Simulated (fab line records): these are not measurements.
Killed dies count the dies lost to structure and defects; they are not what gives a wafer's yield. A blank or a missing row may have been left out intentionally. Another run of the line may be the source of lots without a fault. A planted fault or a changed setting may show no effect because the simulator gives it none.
A single fault, viewed from 2 desks + flow n5_finfet + what lay behind the numbers comes last; until then each desk has only its own

## FOR THE TOOL OWNER'S DESK: litho_track-03
The tool's own readings at N5_SDB_COAT_05 (resist thk 90 nm): means of the sampled wafers that have a number, for each lot that ran on this tool. Any lot whose mean is over 4 standard deviations away from the usual mean is out of limits and marked OUT; that distance is given in the brackets.
Columns: A = dispense_pressure_kPa at N5_SDB_COAT_05, usual 51.5 kPa; B = spin_speed_rpm at N5_SDB_COAT_05, usual 1499.7 rpm
| lot  | first seen here | A    | B                |
|------|-----------------|------|------------------|
| L193 | day 4 15:58     | 54.6 | 1500.8           |
| L196 | day 5 12:04     | 54.6 | 1595.7 (+87) OUT |
| L198 | day 6 04:46     | 54.6 | 1596.0 (+88) OUT |
This desk finds L196, L198 out of limits, L196 being first, at day 5 12:04 (spin_speed_rpm at N5_SDB_COAT_05). Within limits: L193.

## FROM THE METROLOGY DESK
Lot by lot, what the gauges showed, no matter which tool ran the lot: averages of those sampled wafers that carry a number. Any lot whose mean is over 4 standard deviations away from the usual mean is out of limits and marked OUT; that distance is given in the brackets. Shown here are 7 of its 10 readings, the ones lying furthest out on some lot.
Columns: A = DIBL_N at N5_BEOL_M4_RC_MEAS_101, usual 36.4 mV/V; B = DIBL_P at N5_BEOL_M4_RC_MEAS_101, usual 36.5 mV/V; C = IOFF_N at N5_BEOL_M4_RC_MEAS_101, usual 0.154 nA/um; D = IOFF_P at N5_BEOL_M4_RC_MEAS_101, usual 0.202 nA/um; E = ION_P at N5_BEOL_M4_RC_MEAS_101, usual 460 uA/um; F = SS_P at N5_BEOL_M4_RC_MEAS_101, usual 73.4 mV/dec; G = VT_P at N5_BEOL_M4_RC_MEAS_101, usual -251.4 mV
| lot  | first seen here | A    | B    | C     | D     | E   | F    | G      |
|------|-----------------|------|------|-------|-------|-----|------|--------|
| L193 | day 8 09:47     | 37.8 | 37.3 | 0.155 | 0.186 | 451 | 73.2 | -255.0 |
| L196 | day 10 04:13    | 35.4 | 34.9 | 0.158 | 0.186 | 452 | 73.2 | -255.0 |
| L198 | day 10 08:14    | 36.4 | 37.5 | 0.158 | 0.201 | 458 | 73.1 | -252.1 |
| L210 | day 12 23:18    | 36.9 | 39.6 | 0.179 | 0.230 | 463 | 74.2 | -250.6 |
This desk found nothing out of limits on any of the 4 lots.

## TAKEN TOGETHER
The tool owner's desk could have raised an alarm at day 5 12:04, on L196, L198.
At the metrology desk, nothing out of limits was observed.
The metrology desk holds a record of L196, L198, inside its limits.
Every lot named ran N5_SDB_COAT_05 on litho_track-03.

## WHAT THE SIMULATOR HAD INSERTED
Process parameter drift: litho_track-03, from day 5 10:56 on, at N5_SDB_COAT_05. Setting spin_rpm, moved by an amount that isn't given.
Lots struck among those shown: L196, L198.
Delay in hours, fault start to first out-of-limits reading, by desk: the tool owner's desk at 1.
